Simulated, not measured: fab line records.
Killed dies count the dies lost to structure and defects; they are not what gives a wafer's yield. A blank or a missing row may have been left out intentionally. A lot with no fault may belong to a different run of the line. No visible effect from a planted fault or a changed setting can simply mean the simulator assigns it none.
Lot-split experiment || flow n5_finfet || route with 1938 steps; 7 lots, 39 wafers read

== ON THE SPLIT ==
At N5_MOL_CONTACT_COAG_VIA_ETCH_46 (etches SiO2 in C4F6/O2, target depth 46 nm, overetch 9.2 nm, time 40 s), the setting target_depth_a was moved away from the recipe's 460 angstrom on 15 of the 39 wafers read, by -59.5% to +51.8%. All remaining wafers had this setting at the recipe value.

Reading taken at the split's own step.

== THE READING ==
SOC_of_MOL_CONTACT_COAG_COAT_75.thk_nm (the simulator's own value, which no gauge read), in nm, at N5_MOL_CONTACT_COAG_VIA_ETCH_46 (etches SiO2 in C4F6/O2, target depth 46 nm, overetch 9.2 nm, time 40 s). No usual value for it is given in the file. Across the 24 wafers here that went through the recipe, the average is 50.7 nm and the standard deviation 0.21 nm.

{"wafer": "L080.1", "tool, chamber at the split": "rie_diel-06, 3", "target_depth_a as run, angstrom": 199.3, "against the recipe": "-56.7%", "SOC_of_MOL_CONTACT_COAG_COAT_75.thk_nm, nm": 53.8, "against lot-mates on the recipe": "+3.3"}
{"wafer": "L080.2", "tool, chamber at the split": "rie_diel-06, 0", "target_depth_a as run, angstrom": 460, "against the recipe": "recipe", "SOC_of_MOL_CONTACT_COAG_COAT_75.thk_nm, nm": 50.6, "against lot-mates on the recipe": "-"}
{"wafer": "L080.3", "tool, chamber at the split": "rie_diel-06, 1", "target_depth_a as run, angstrom": 199.3, "against the recipe": "-56.7%", "SOC_of_MOL_CONTACT_COAG_COAT_75.thk_nm, nm": 54, "against lot-mates on the recipe": "+3.5"}
{"wafer": "L080.4", "tool, chamber at the split": "rie_diel-06, 2", "target_depth_a as run, angstrom": 460, "against the recipe": "recipe", "SOC_of_MOL_CONTACT_COAG_COAT_75.thk_nm, nm": 50.6, "against lot-mates on the recipe": "-"}
{"wafer": "L080.5", "tool, chamber at the split": "rie_diel-06, 1", "target_depth_a as run, angstrom": 199.3, "against the recipe": "-56.7%", "SOC_of_MOL_CONTACT_COAG_COAT_75.thk_nm, nm": 53.8, "against lot-mates on the recipe": "+3.3"}
{"wafer": "L080.6", "tool, chamber at the split": "rie_diel-06, 2", "target_depth_a as run, angstrom": 460, "against the recipe": "recipe", "SOC_of_MOL_CONTACT_COAG_COAT_75.thk_nm, nm": 50.4, "against lot-mates on the recipe": "-"}
{"wafer": "L081.1", "tool, chamber at the split": "rie_diel-02, 1", "target_depth_a as run, angstrom": 460, "against the recipe": "recipe", "SOC_of_MOL_CONTACT_COAG_COAT_75.thk_nm, nm": 51, "against lot-mates on the recipe": "-"}
{"wafer": "L081.2", "tool, chamber at the split": "rie_diel-02, 3", "target_depth_a as run, angstrom": 460, "against the recipe": "recipe", "SOC_of_MOL_CONTACT_COAG_COAT_75.thk_nm, nm": 50.8, "against lot-mates on the recipe": "-"}
{"wafer": "L081.5", "tool, chamber at the split": "rie_diel-02, 0", "target_depth_a as run, angstrom": 460, "against the recipe": "recipe", "SOC_of_MOL_CONTACT_COAG_COAT_75.thk_nm, nm": 51, "against lot-mates on the recipe": "-"}
{"wafer": "L084.1", "tool, chamber at the split": "rie_diel-04, 2", "target_depth_a as run, angstrom": 666.4, "against the recipe": "+44.9%", "SOC_of_MOL_CONTACT_COAG_COAT_75.thk_nm, nm": 48.4, "against lot-mates on the recipe": -2.5}
{"wafer": "L084.2", "tool, chamber at the split": "rie_diel-04, 3", "target_depth_a as run, angstrom": 460, "against the recipe": "recipe", "SOC_of_MOL_CONTACT_COAG_COAT_75.thk_nm, nm": 51.2, "against lot-mates on the recipe": "-"}
{"wafer": "L084.3", "tool, chamber at the split": "rie_diel-04, 0", "target_depth_a as run, angstrom": 460, "against the recipe": "recipe", "SOC_of_MOL_CONTACT_COAG_COAT_75.thk_nm, nm": 50.8, "against lot-mates on the recipe": "-"}
{"wafer": "L084.4", "tool, chamber at the split": "rie_diel-04, 1", "target_depth_a as run, angstrom": 666.4, "against the recipe": "+44.9%", "SOC_of_MOL_CONTACT_COAG_COAT_75.thk_nm, nm": 48.8, "against lot-mates on the recipe": -2.1}
{"wafer": "L084.5", "tool, chamber at the split": "rie_diel-04, 3", "target_depth_a as run, angstrom": 666.4, "against the recipe": "+44.9%", "SOC_of_MOL_CONTACT_COAG_COAT_75.thk_nm, nm": 48.4, "against lot-mates on the recipe": -2.5}
{"wafer": "L084.6", "tool, chamber at the split": "rie_diel-04, 2", "target_depth_a as run, angstrom": 460, "against the recipe": "recipe", "SOC_of_MOL_CONTACT_COAG_COAT_75.thk_nm, nm": 50.6, "against lot-mates on the recipe": "-"}
{"wafer": "L085.1", "tool, chamber at the split": "rie_diel-02, 2", "target_depth_a as run, angstrom": 460, "against the recipe": "recipe", "SOC_of_MOL_CONTACT_COAG_COAT_75.thk_nm, nm": 50.8, "against lot-mates on the recipe": "-"}
{"wafer": "L085.2", "tool, chamber at the split": "rie_diel-02, 3", "target_depth_a as run, angstrom": 460, "against the recipe": "recipe", "SOC_of_MOL_CONTACT_COAG_COAT_75.thk_nm, nm": 50.8, "against lot-mates on the recipe": "-"}
{"wafer": "L085.3", "tool, chamber at the split": "rie_diel-02, 1", "target_depth_a as run, angstrom": 460, "against the recipe": "recipe", "SOC_of_MOL_CONTACT_COAG_COAT_75.thk_nm, nm": 50.6, "against lot-mates on the recipe": "-"}
{"wafer": "L085.4", "tool, chamber at the split": "rie_diel-02, 2", "target_depth_a as run, angstrom": 460, "against the recipe": "recipe", "SOC_of_MOL_CONTACT_COAG_COAT_75.thk_nm, nm": 51, "against lot-mates on the recipe": "-"}
{"wafer": "L085.5", "tool, chamber at the split": "rie_diel-02, 3", "target_depth_a as run, angstrom": 460, "against the recipe": "recipe", "SOC_of_MOL_CONTACT_COAG_COAT_75.thk_nm, nm": 50.6, "against lot-mates on the recipe": "-"}
{"wafer": "L085.6", "tool, chamber at the split": "rie_diel-02, 1", "target_depth_a as run, angstrom": 460, "against the recipe": "recipe", "SOC_of_MOL_CONTACT_COAG_COAT_75.thk_nm, nm": 50.8, "against lot-mates on the recipe": "-"}
{"wafer": "L091.1", "tool, chamber at the split": "rie_diel-04, 2", "target_depth_a as run, angstrom": 460, "against the recipe": "recipe", "SOC_of_MOL_CONTACT_COAG_COAT_75.thk_nm, nm": 50.4, "against lot-mates on the recipe": "-"}
{"wafer": "L091.2", "tool, chamber at the split": "rie_diel-04, 3", "target_depth_a as run, angstrom": 548.6, "against the recipe": "+19.3%", "SOC_of_MOL_CONTACT_COAG_COAT_75.thk_nm, nm": 49.6, "against lot-mates on the recipe": -0.9}
{"wafer": "L091.3", "tool, chamber at the split": "rie_diel-04, 1", "target_depth_a as run, angstrom": 460, "against the recipe": "recipe", "SOC_of_MOL_CONTACT_COAG_COAT_75.thk_nm, nm": 50.6, "against lot-mates on the recipe": "-"}
{"wafer": "L091.4", "tool, chamber at the split": "rie_diel-04, 0", "target_depth_a as run, angstrom": 548.6, "against the recipe": "+19.3%", "SOC_of_MOL_CONTACT_COAG_COAT_75.thk_nm, nm": 49, "against lot-mates on the recipe": -1.5}
{"wafer": "L091.5", "tool, chamber at the split": "rie_diel-04, 0", "target_depth_a as run, angstrom": 548.6, "against the recipe": "+19.3%", "SOC_of_MOL_CONTACT_COAG_COAT_75.thk_nm, nm": 49.4, "against lot-mates on the recipe": -1.1}
{"wafer": "L091.6", "tool, chamber at the split": "rie_diel-04, 3", "target_depth_a as run, angstrom": 460, "against the recipe": "recipe", "SOC_of_MOL_CONTACT_COAG_COAT_75.thk_nm, nm": 50.4, "against lot-mates on the recipe": "-"}
{"wafer": "L092.1", "tool, chamber at the split": "rie_diel-04, 1", "target_depth_a as run, angstrom": 698.3, "against the recipe": "+51.8%", "SOC_of_MOL_CONTACT_COAG_COAT_75.thk_nm, nm": 48, "against lot-mates on the recipe": -2.7}
{"wafer": "L092.2", "tool, chamber at the split": "rie_diel-04, 0", "target_depth_a as run, angstrom": 460, "against the recipe": "recipe", "SOC_of_MOL_CONTACT_COAG_COAT_75.thk_nm, nm": 50.6, "against lot-mates on the recipe": "-"}
{"wafer": "L092.3", "tool, chamber at the split": "rie_diel-04, 3", "target_depth_a as run, angstrom": 698.3, "against the recipe": "+51.8%", "SOC_of_MOL_CONTACT_COAG_COAT_75.thk_nm, nm": 47.6, "against lot-mates on the recipe": -3.1}
{"wafer": "L092.4", "tool, chamber at the split": "rie_diel-04, 2", "target_depth_a as run, angstrom": 698.3, "against the recipe": "+51.8%", "SOC_of_MOL_CONTACT_COAG_COAT_75.thk_nm, nm": 47.6, "against lot-mates on the recipe": -3.1}
{"wafer": "L092.5", "tool, chamber at the split": "rie_diel-04, 1", "target_depth_a as run, angstrom": 460, "against the recipe": "recipe", "SOC_of_MOL_CONTACT_COAG_COAT_75.thk_nm, nm": 50.8, "against lot-mates on the recipe": "-"}
{"wafer": "L092.6", "tool, chamber at the split": "rie_diel-04, 0", "target_depth_a as run, angstrom": 460, "against the recipe": "recipe", "SOC_of_MOL_CONTACT_COAG_COAT_75.thk_nm, nm": 50.6, "against lot-mates on the recipe": "-"}
{"wafer": "L097.1", "tool, chamber at the split": "rie_diel-06, 2", "target_depth_a as run, angstrom": 460, "against the recipe": "recipe", "SOC_of_MOL_CONTACT_COAG_COAT_75.thk_nm, nm": 51, "against lot-mates on the recipe": "-"}
{"wafer": "L097.2", "tool, chamber at the split": "rie_diel-06, 3", "target_depth_a as run, angstrom": 186.2, "against the recipe": "-59.5%", "SOC_of_MOL_CONTACT_COAG_COAT_75.thk_nm, nm": 54.4, "against lot-mates on the recipe": "+3.6"}
{"wafer": "L097.3", "tool, chamber at the split": "rie_diel-06, 0", "target_depth_a as run, angstrom": 186.2, "against the recipe": "-59.5%", "SOC_of_MOL_CONTACT_COAG_COAT_75.thk_nm, nm": 54.2, "against lot-mates on the recipe": "+3.4"}
{"wafer": "L097.4", "tool, chamber at the split": "rie_diel-06, 1", "target_depth_a as run, angstrom": 186.2, "against the recipe": "-59.5%", "SOC_of_MOL_CONTACT_COAG_COAT_75.thk_nm, nm": 54.2, "against lot-mates on the recipe": "+3.4"}
{"wafer": "L097.5", "tool, chamber at the split": "rie_diel-06, 0", "target_depth_a as run, angstrom": 460, "against the recipe": "recipe", "SOC_of_MOL_CONTACT_COAG_COAT_75.thk_nm, nm": 50.8, "against lot-mates on the recipe": "-"}
{"wafer": "L097.6", "tool, chamber at the split": "rie_diel-06, 1", "target_depth_a as run, angstrom": 460, "against the recipe": "recipe", "SOC_of_MOL_CONTACT_COAG_COAT_75.thk_nm, nm": 50.6, "against lot-mates on the recipe": "-"}

THE FIT
A straight line over all 39 wafers: SOC_of_MOL_CONTACT_COAG_COAT_75.thk_nm changes by -0.0566 nm for each +1% of target_depth_a; r = -0.99; the points scatter about the line by 0.25 nm.
The same after taking each lot's own level away (the mean of its wafers on the recipe; 39 wafers): -0.057 nm for each +1%; r = -1.00; scatter 0.17 nm.
The reading moves by 3.4 nm for the largest change in target_depth_a, on that fit.
The span of the lots' own levels, 50.47 to 50.93 nm, comes to 2.3 times the standard deviation stated above.
Consequently the slope shifts little with the lot-to-lot level, the two slopes agreeing.
Check: for one of the wafers moved furthest among these (-59.5%), held out of the fit, the line's prediction against its lot-mates is +3.4 nm. It came out at +3.6 nm against them.

== OTHER SPLITS ON THESE WAFERS ==
These wafers also went through other splits before the reading. Each is held against what the fit with the lots' levels taken away leaves over:
{"other split on the same wafers": "N5_DUMMY_GATE_ETCH_44 target_depth_a", "wafers away from the commonest value": 12, "r with SOC_of_MOL_CONTACT_COAG_COAT_75.thk_nm (lot level and that fit taken away)": "+0.10"}
{"other split on the same wafers": "N5_SD_EPI_N_EPI_21 epi_growth_time_s", "wafers away from the commonest value": 12, "r with SOC_of_MOL_CONTACT_COAG_COAT_75.thk_nm (lot level and that fit taken away)": "+0.09"}
{"other split on the same wafers": "N5_MOL_CONTACT_COAG_ALD_123 ald_cycles", "wafers away from the commonest value": 9, "r with SOC_of_MOL_CONTACT_COAG_COAT_75.thk_nm (lot level and that fit taken away)": -0.01}

== THE WHOLE CHAIN: every reading that the file lists as answering this split, in the file's order ==
{"step": "N5_MOL_CONTACT_COAG_VIA_ETCH_46", "what it does": "etches SiO2 in C4F6/O2, target depth 46 nm, overetch 9.2 nm, time 40 s", "reading": "etch.depth_nm (the simulator's own value, which no gauge read)", "change (the file's fit)": "not straight: 27.53 at the lowest setting, 46.09 at the recipe, 45.49 at the highest", "r (the file's)": "not given"}
{"step": "N5_MOL_CONTACT_COAG_VIA_ETCH_46", "what it does": "etches SiO2 in C4F6/O2, target depth 46 nm, overetch 9.2 nm, time 40 s", "reading": "SOC_of_MOL_CONTACT_COAG_COAT_75.thk_nm (the simulator's own value, which no gauge read)", "change (the file's fit)": "-0.057 nm for each +1% of the setting", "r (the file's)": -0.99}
{"step": "N5_MOL_CONTACT_COAG_ETCH_47", "what it does": "etches SiNx in CH3F/O2, stops on W, target depth 27 nm", "reading": "etch_rf_on_time_s", "change (the file's fit)": "not straight: withheld at the lowest setting, withheld at the recipe, withheld at the highest", "r (the file's)": "not given"}
{"step": "N5_MOL_CONTACT_COAG_ETCH_47", "what it does": "etches SiNx in CH3F/O2, stops on W, target depth 27 nm", "reading": "etch.over_etch_s (the simulator's own value, which no gauge read)", "change (the file's fit)": "not straight: 0 at the lowest setting, 5.149 at the recipe, 5.11 at the highest", "r (the file's)": "not given"}

== FILE'S OWN FIT ==
SOC_of_MOL_CONTACT_COAG_COAT_75.thk_nm changes by -0.057 nm for each +1% of target_depth_a, r = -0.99.
